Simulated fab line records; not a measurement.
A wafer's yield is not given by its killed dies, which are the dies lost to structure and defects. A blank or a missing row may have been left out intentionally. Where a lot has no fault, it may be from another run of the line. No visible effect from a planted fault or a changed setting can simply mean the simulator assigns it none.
Code-filled problem report in 8D (eight disciplines) form || flow nand_harc || the parts of the form that need people (team, actions taken, sign-off) are left out

## 1. WHAT IS WRONG
Mean of run_length_s at NHARC_A_WL_FILL_ETCHBACK_04: 134.5 s across 3 wafers in 2 lots; on wafers with no fault it is 141.5 s (standard deviation 0.32). Relative to the usual mean, that is a shift of -22 standard deviations.
The step: etches the open film in NF3, target depth 60 nm, time 120 s.
Earliest sighting: wafer L871.1 on rie_metal-03 at day 28 15:14. The record has a number at this step for 36 wafers belonging to 12 lots. By rule, "out" or "out of limits" means more than 4 standard deviations away from the usual mean. All remaining wafers that have a number are taken as sound.

## 2. WHAT IT IS AND WHAT IT IS NOT
{"question": "which readings at this step", "is": "run_length_s", "is not": "drypump_motor_current_A, oes_product_au"}
{"question": "which lots", "is": "L871, L874", "is not": "L852, L854, L855, L856, L857, L860, L863, L864, L865, L867"}
{"question": "which wafers of those lots", "is": "L871.1, L871.3, L874.1", "is not": "L871.4, L874.2, L874.5"}
{"question": "read on which tools", "is": "rie_metal-03", "is not": "rie_metal-01, rie_metal-02"}
{"question": "when", "is": "from day 28 15:14", "is not": "up to then (31 sound wafers); but 2 sound wafers of L874 came after"}

## 3. WHAT RULES OUT EACH SUSPECT
Counting: if a tool at a process step up to the reading ran every lot that is out, it stays a suspect. Sound lots after the first of them don't rule it out here, since some wafers of a struck lot are sound.
- acl_dep-02 at NHARC_A_SLIT_DEP_00 (deposits aC, target thk 6200 nm): kept. It ran every lot that is out, first L871 (day 27 19:58); its last sound lot up to then is L867 (day 25 21:47).
- rie_metal-03 at NHARC_A_WL_FILL_ETCHBACK_04 (etches the open film in NF3, target depth 60 nm, time 120 s): kept. It ran every lot that is out, first L871 (day 28 15:14); its last sound lot up to then is L865 (day 25 23:35). On those wafers its own readings are out: run_length_s.
Remaining after the count are acl_dep-02 at NHARC_A_SLIT_DEP_00 and rie_metal-03 at NHARC_A_WL_FILL_ETCHBACK_04.

## 4. THE CAUSE (what the simulator had put in)
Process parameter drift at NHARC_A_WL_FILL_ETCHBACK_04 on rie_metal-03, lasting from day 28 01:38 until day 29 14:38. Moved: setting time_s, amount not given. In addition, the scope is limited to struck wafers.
This tool is one of the 2 suspects left after counting.

## 5. SEQUENCE OF EFFECTS, ordered by route
Each row: a reading whose mean over the struck wafers that have a number lies more than 3 standard deviations from the usual. Readings are gone through only where the record gives a usual standard deviation; hours: the median, over the lots, of the time from a lot's start at the first step in this table giving one to that lot's start at this step; sigmas: the change measured in usual standard deviations.
{"hours": 0, "step": "NHARC_A_WL_FILL_ETCHBACK_04", "reading": "run_length_s", "usual": "141.5 s", "on struck wafers": 134.5, "change": -7.0, "sigmas": -22}
Its process steps:
- NHARC_A_WL_FILL_ETCHBACK_04: etches the open film in NF3, target depth 60 nm, time 120 s.

## 6. HOW IT WOULD HAVE BEEN CAUGHT EARLIER
14 hours passed between the start of the fault at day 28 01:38 and the first reading out of limits in this record, taken at day 28 15:14.
